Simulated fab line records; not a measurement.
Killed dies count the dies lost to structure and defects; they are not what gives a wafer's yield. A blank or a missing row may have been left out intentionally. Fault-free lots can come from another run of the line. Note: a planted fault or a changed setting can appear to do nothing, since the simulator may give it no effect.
Chamber matching ; flow n5Finfet ; N5_BEOL_M11_ILD_DEP_00 on pecvd-02: 3 sister chambers
The step deposits SiCOH lowk from DEMS/porogen, target thk 308.51 nm, time 58 s. 27 wafers are shown with their chamber, then 12 later ones without.

== WAFERS WITH THEIR CHAMBER ==
wafer;chamber;throttleValvePct (%);heaterPowerW (W);showerheadPlenumPTorr (Torr)
L075.2;0;15.8;293;5.729
L075.4;1;14.2;353;5.722
L075.6;0;15.5;295;5.734
L077.1;0;16.0;314;5.726
L077.2;1;14.7;386;5.737
L077.5;2;14.2;371;5.752
L078.1;2;14.1;321;5.742
L078.2;1;14.0;392;5.721
L078.6;1;14.0;312;5.739
L079.1;1;14.2;386;5.720
L079.4;2;14.5;376;5.737
L079.5;1;13.9;381;5.738
L081.2;2;14.3;382;5.742
L081.4;0;15.7;299;5.749
L081.6;2;14.1;310;5.732
L083.3;1;14.1;344;5.726
L083.5;2;14.3;363;5.743
L083.6;1;14.1;367;5.726
L084.2;1;14.2;396;5.738
L084.3;0;16.1;317;5.746
L084.6;0;15.9;328;5.750
L086.1;2;14.4;326;5.728
L086.2;0;15.5;310;5.737
L086.5;0;15.7;305;5.739
L088.1;0;15.5;300;5.758
L088.3;1;14.0;390;5.727
L088.6;1;14.0;394;5.734

SIGNATURES (means of the wafers above)
reading;chamber 0;chamber 1;chamber 2;scatter within a chamber
throttleValvePct;15.744;14.127;14.271;0.204
heaterPowerW;306.78;372.82;349.86;23.6
showerheadPlenumPTorr;5.74089;5.72982;5.73943;0.00874
Rule: distance of a wafer from a chamber = root of the sum over the readings of ((wafer's reading minus chamber's mean) / reading's scatter) squared. The wafer belongs to the nearest chamber; if the next one is less than 2 further off, it can't be placed. The scatter is the square root of a quotient: the sum, over the shown wafers, of each reading's squared deviation from its chamber's mean, divided by wafers minus chambers.

== WAFERS WHOSE CHAMBER IS MISSING ==
wafer;throttleValvePct (%);heaterPowerW (W);showerheadPlenumPTorr (Torr)
L093.3;14.4;398;5.745
L093.5;14.7;314;5.740
L093.6;13.9;390;5.746
L094.1;15.9;288;5.745
L094.3;14.6;316;5.752
L094.5;14.2;310;5.736
L097.1;15.8;281;5.756
L097.2;14.5;363;5.746
L097.6;14.7;363;5.745
L096.3;14.2;364;5.728
L096.5;14.8;379;5.737
L096.6;13.9;361;5.743

== EACH ONE'S CHAMBER ==
wafer;from the rows above;in truth
L093.3;can't be placed: 2 or 1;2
L093.5;can't be placed: 2 or 1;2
L093.6;can't be placed: 1 or 2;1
L094.1;0;0
L094.3;can't be placed: 2 or 1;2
L094.5;can't be placed: 2 or 1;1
L097.1;0;0
L097.2;can't be placed: 2 or 1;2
L097.6;can't be placed: 2 or 1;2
L096.3;can't be placed: 1 or 2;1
L096.5;can't be placed: 2 or 1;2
L096.6;can't be placed: 2 or 1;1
Correctly placed: 2 of 12. Unplaceable from these rows: 10, with the true chamber sitting among the candidates in 10. Wrongly placed: 0.
